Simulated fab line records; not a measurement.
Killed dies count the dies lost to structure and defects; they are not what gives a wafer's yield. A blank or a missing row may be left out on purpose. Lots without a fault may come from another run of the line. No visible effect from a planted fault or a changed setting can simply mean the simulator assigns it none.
Which of the tools did it? -- flow nand harc -- 15 lots, 45 wafers sampled, at 4 steps of a route of 1302

== WHAT THE GAUGES SHOWED, per wafer ==
The record lacks any reading of a measuring or inspecting step that a usual standard deviation could be used to judge.

== TOOL THAT RAN EACH LOT (tool first, then ch and the chambers of the sampled wafers, then the start) ==
lot,NHARC_P_M2_ANNEAL_31,NHARC_P_M2_DEP_33,NHARC_P_BONDPAD_DEP_00,NHARC_P_BONDPAD_PEB_07
L378,"rtp anneal-02 ch 0, day 6 23:34","pecvd-01 ch 1,2, day 7 00:28","pecvd-02 ch 0,2, day 7 00:53","litho track-02 ch 0, day 7 02:01"
L379,"rtp anneal-01 ch 0, day 7 07:23","pecvd-02 ch 0,1,2, day 7 08:26","pecvd-04 ch 1,2, day 7 08:46","litho track-05 ch 0, day 7 09:53"
L382,"rtp anneal-01 ch 0, day 8 21:50","pecvd-02 ch 0,1,2, day 8 22:59","pecvd-04 ch 0,2, day 8 23:21","litho track-02 ch 0, day 9 00:19"
L383,"rtp anneal-01 ch 0, day 9 01:24","pecvd-02 ch 0,1,2, day 9 02:22","pecvd-02 ch 0,1,2, day 9 03:47 or earlier","litho track-03 ch 0, day 9 03:47"
L384,"rtp anneal-02 ch 0, day 9 08:22","pecvd-04 ch 0,1,2, day 9 09:17","pecvd-01 ch 0,1,2, day 9 09:41","litho track-02 ch 0, day 9 10:50"
L385,"rtp anneal-02 ch 0, day 10 00:28","pecvd-04 ch 1,2, day 10 01:41","pecvd-01 ch 0,1, day 10 02:03","litho track-02 ch 0, day 10 03:04"
L387,"rtp anneal-02 ch 0, day 10 19:46","pecvd-04 ch 0,2, day 10 20:44","pecvd-04 ch 0,1,2, day 10 22:17 or earlier","litho track-02 ch 0, day 10 22:17"
L388,"rtp anneal-02 ch 0, day 11 02:34","pecvd-04 ch 0,2, day 11 03:33","pecvd-04 ch 0,1, day 11 04:58 or earlier","litho track-03 ch 0, day 11 04:58"
L389,"rtp anneal-02 ch 0, day 11 08:28","pecvd-04 ch 0,1,2, day 11 09:23","pecvd-02 ch 1,2, day 11 09:50","litho track-03 ch 0, day 11 10:50"
L390,"rtp anneal-02 ch 0, day 11 19:18","pecvd-04 ch 0,1,2, day 11 20:13","pecvd-04 ch 1,2, day 11 21:44 or earlier","litho track-02, day 11 21:44"
L391,"rtp anneal-01 ch 0, day 12 13:13","pecvd-02 ch 0,1,2, day 12 14:23","pecvd-02 ch 1,2, day 12 15:48 or earlier","litho track-02, day 12 15:48"
L392,"rtp anneal-02 ch 0, day 13 00:58","pecvd-04 ch 0,1, day 13 01:53","pecvd-02 ch 0,1,2, day 13 02:23","litho track-02, day 13 03:26"
L396,"rtp anneal-01 ch 0, day 14 10:02","pecvd-02 ch 0,1,2, day 14 11:28","pecvd-02 ch 0,2, day 14 12:55 or earlier","litho track-05 ch 0, day 14 12:55"
L399,"rtp anneal-01 ch 0, day 15 13:31","pecvd-04 ch 0,1,2, day 15 14:31","pecvd-04 ch 0,2, day 15 15:53 or earlier","litho track-02 ch 0, day 15 15:53"
L400,"rtp anneal-02 ch 0, day 16 03:21","pecvd-02 ch 1,2, day 16 04:19","pecvd-01 ch 0,2, day 16 04:43","litho track-03 ch 0, day 16 05:44"
- NHARC_P_M2_ANNEAL_31: time 90 s.
- NHARC_P_M2_DEP_33: deposits SiCN, target thk 30 nm.
- NHARC_P_BONDPAD_DEP_00: deposits SiCN, target thk 250 nm.
- NHARC_P_BONDPAD_PEB_07: peb time 80 s.

== AS READ BY THE TOOLS THEMSELVES (means over the sampled wafers that have a number; for cases with no such wafer, the mark the record gives instead) ==
NHARC_P_M2_ANNEAL_31.
lot,tool,wafer_temp_C_max
L378,rtp anneal-02,225.9
L379,rtp anneal-01,225.9
L382,rtp anneal-01,226.1
L383,rtp anneal-01,226.1
L384,rtp anneal-02,225.9
L385,rtp anneal-02,225.6
L387,rtp anneal-02,225.9
L388,rtp anneal-02,225.9
L389,rtp anneal-02,225.6
L390,rtp anneal-02,225.6
L391,rtp anneal-01,225.9
L392,rtp anneal-02,225.7
L396,rtp anneal-01,225.9
L399,rtp anneal-01,226.4
L400,rtp anneal-02,226.0

NHARC_P_M2_DEP_33.
lot,tool,chamber pressure Torr (Torr),heater power w (W)
L378,pecvd-01,3.006,657
L379,pecvd-02,3.001,592
L382,pecvd-02,3.002,548
L383,pecvd-02,3.003,548
L384,pecvd-04,2.998,559
L385,pecvd-04,2.999,582
L387,pecvd-04,2.999,562
L388,pecvd-04,3.004,546
L389,pecvd-04,2.996,513
L390,pecvd-04,3.003,538
L391,pecvd-02,3.003,533
L392,pecvd-04,3.005,521
L396,pecvd-02,2.997,573
L399,pecvd-04,3.000,548
L400,pecvd-02,2.999,613

NHARC_P_BONDPAD_DEP_00.
lot,tool,chamber pressure Torr (Torr),heater power w (W)
L378,pecvd-02,2.997,504
L379,pecvd-04,3.001,544
L382,pecvd-04,2.993,567
L383,pecvd-02,3.000,554
L384,pecvd-01,2.997,570
L385,pecvd-01,3.003,570
L387,pecvd-04,2.996,554
L388,pecvd-04,3.002,483
L389,pecvd-02,3.002,617
L390,pecvd-04,3.002,540
L391,pecvd-02,3.002,632
L392,pecvd-02,3.006,476
L396,pecvd-02,2.998,504
L399,pecvd-04,2.997,563
L400,pecvd-01,2.996,594

NHARC_P_BONDPAD_PEB_07.
lot,tool,chill plate temp C (C),exhaust pa (Pa)
L378,litho track-02,23.05,46.0
L379,litho track-05,22.86,44.2
L382,litho track-02,22.96,46.1
L383,litho track-03,22.97,46.2
L384,litho track-02,23.05,44.8
L385,litho track-02,22.92,45.1
L387,litho track-02,23.09,46.0
L388,litho track-03,22.99,44.7
L389,litho track-03,23.04,44.9
L390,litho track-02,-,-
L391,litho track-02,-,-
L392,litho track-02,-,-
L396,litho track-05,22.97,45.2
L399,litho track-02,23.12,45.2
L400,litho track-03,22.93,45.5

== THE ANSWER, worked out from the rows above alone ==
Rule: usual is defined by the lots themselves. Put in order of their means at a reading, lots are off if they are a third of the lots or fewer, leave a main group of 4 or more, and stand apart from it by a gap of 3 or more times the standard deviation of the main group's means; of several such gaps the widest counts. The tables above print the reading to a certain number of digits; a main group whose means all agree to those digits is not used. Also off: a lot with no number at a reading for which 4 or more lots have one. All remaining lots with rows at the step are treated as sound. Order of review: gauges by route order, followed by the tools' own readings, for which a lot's mean as printed above is used. At the first step where some lot is off, the reading lying furthest off is the one used; lots without a number count as furthest.
Off, at NHARC_P_BONDPAD_PEB_07 on chill plate temp C: L390, L391, L392. Without a number there: L390, L391, L392. For the main group the mean is 23.00 C and the standard deviation 0.073.
If a tool, at that step or one of the process steps before it, ran each lot that is off and ran no sound lot following the first of them, it fits. NHARC_P_BONDPAD_DEP_00 gives no start for some lots, so the hours and the order of its lots are those of NHARC_P_BONDPAD_PEB_07. Not one of the candidates tried fits.

== WHAT THE SIMULATOR HAD PUT IN ==
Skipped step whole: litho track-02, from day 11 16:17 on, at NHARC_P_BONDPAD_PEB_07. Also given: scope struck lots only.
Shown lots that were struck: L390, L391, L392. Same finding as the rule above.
